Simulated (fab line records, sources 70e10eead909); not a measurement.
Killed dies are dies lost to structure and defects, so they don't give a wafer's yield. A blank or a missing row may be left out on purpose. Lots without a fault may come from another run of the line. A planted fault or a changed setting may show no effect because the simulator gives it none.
Chamber matching | flow nand_harc | NHARC_A_BONDPAD_ETCH_34 on rie_diel-06: 4 sister chambers
The step etches the open film in N2/H2, target depth 60 nm, overetch 18 nm, time 65.91 s. 4 wafers are shown with their chamber, then 11 later ones without.

WAFERS WITH THEIR CHAMBER
wafer  | chamber | drypump_motor_current_A (A)
L813.2 | 1       | 5.91
L819.3 | 2       | 5.72
L819.6 | 3       | 5.95
L821.2 | 0       | 5.66

WAFERS WITHOUT THEIR CHAMBER
wafer  | drypump_motor_current_A (A)
L821.3 | 5.70
L821.4 | 5.91
L822.1 | 5.64
L822.2 | 5.75
L822.3 | 5.95
L823.2 | 5.92
L823.5 | 5.91
L823.6 | 5.72
L824.1 | 5.66
L824.3 | 5.92
L824.5 | 5.94

WHICH CHAMBER EACH WENT THROUGH
wafer  | from the rows above     | in truth
L821.3 | can't be placed: 2 or 0 | 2
L821.4 | 1                       | 1
L822.1 | 0                       | 0
L822.2 | 2                       | 2
L822.3 | 3                       | 3
L823.2 | can't be placed: 1 or 3 | 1
L823.5 | 1                       | 1
L823.6 | 2                       | 2
L824.1 | 0                       | 0
L824.3 | can't be placed: 1 or 3 | 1
L824.5 | can't be placed: 3 or 1 | 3
Placed correctly: 7 of 11. Can't be placed from these rows: 4 (the true chamber is among the candidates in 4). Placed wrongly: 0.
How it was worked out, from the rows above alone: a wafer's distance from a chamber is the root of the sum, over the readings, of the square of ((its reading less the chamber's mean) divided by the reading's scatter). The wafer belongs to the nearest chamber; if the next one is less than 2 further off, it can't be placed. A chamber's mean is the mean of its shown wafers. The scatter: with one shown wafer a chamber, the root of the mean of the squares of how far each hidden wafer lies from its nearest shown one.
